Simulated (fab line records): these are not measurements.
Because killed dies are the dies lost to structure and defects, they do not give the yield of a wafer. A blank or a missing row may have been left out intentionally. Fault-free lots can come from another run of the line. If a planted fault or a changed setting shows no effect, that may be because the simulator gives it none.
Matching of chambers + flow n5Finfet + N5_MOL_CONTACT_COAG_ETCH_91 on rieDiel-04 has 4 sister chambers
The step etches SOC in N2/H2, target depth 60 nm, overetch 21 nm, time 101.2 s. 4 wafers are shown with their chamber, then 8 later ones without.

== WAFERS, EACH WITH ITS CHAMBER ==
| wafer  | chamber | drypumpMotorCurrentA (A) |
|--------|---------|--------------------------|
| L087.3 | 2       | 5.9                      |
| L089.1 | 0       | 5.5                      |
| L089.6 | 3       | 5.6                      |
| L090.2 | 1       | 6.0                      |

== WAFERS WITHOUT THEIR CHAMBER ==
| wafer  | drypumpMotorCurrentA (A) |
|--------|--------------------------|
| L090.3 | 5.9                      |
| L090.6 | 5.9                      |
| L096.1 | 6.0                      |
| L096.3 | 5.4                      |
| L096.6 | 5.9                      |
| L097.3 | 5.6                      |
| L097.4 | 5.9                      |
| L097.6 | 5.6                      |

== EACH ONE'S CHAMBER ==
| wafer  | from the rows above | in truth |
|--------|---------------------|----------|
| L090.3 | 2                   | 2        |
| L090.6 | 2                   | 2        |
| L096.1 | 1                   | 1        |
| L096.3 | 0                   | 0        |
| L096.6 | 2                   | 2        |
| L097.3 | 3                   | 3        |
| L097.4 | 2                   | 2        |
| L097.6 | 3                   | 3        |
Correctly placed: 8 of 8. Left unplaced by these rows: 0. Wrongly placed: 0.
How it was worked out, from the rows above alone: a wafer's distance from a chamber is the root of the sum, over the readings, of the square of ((its reading less the chamber's mean) divided by the reading's scatter). If the next closest chamber is less than 2 further off than the closest, the wafer can't be placed; otherwise it belongs to the closest. Each chamber's mean is taken over the wafers shown for it. The scatter: root of mean squared gap, hidden wafer to nearest shown wafer, with one shown wafer a chamber.
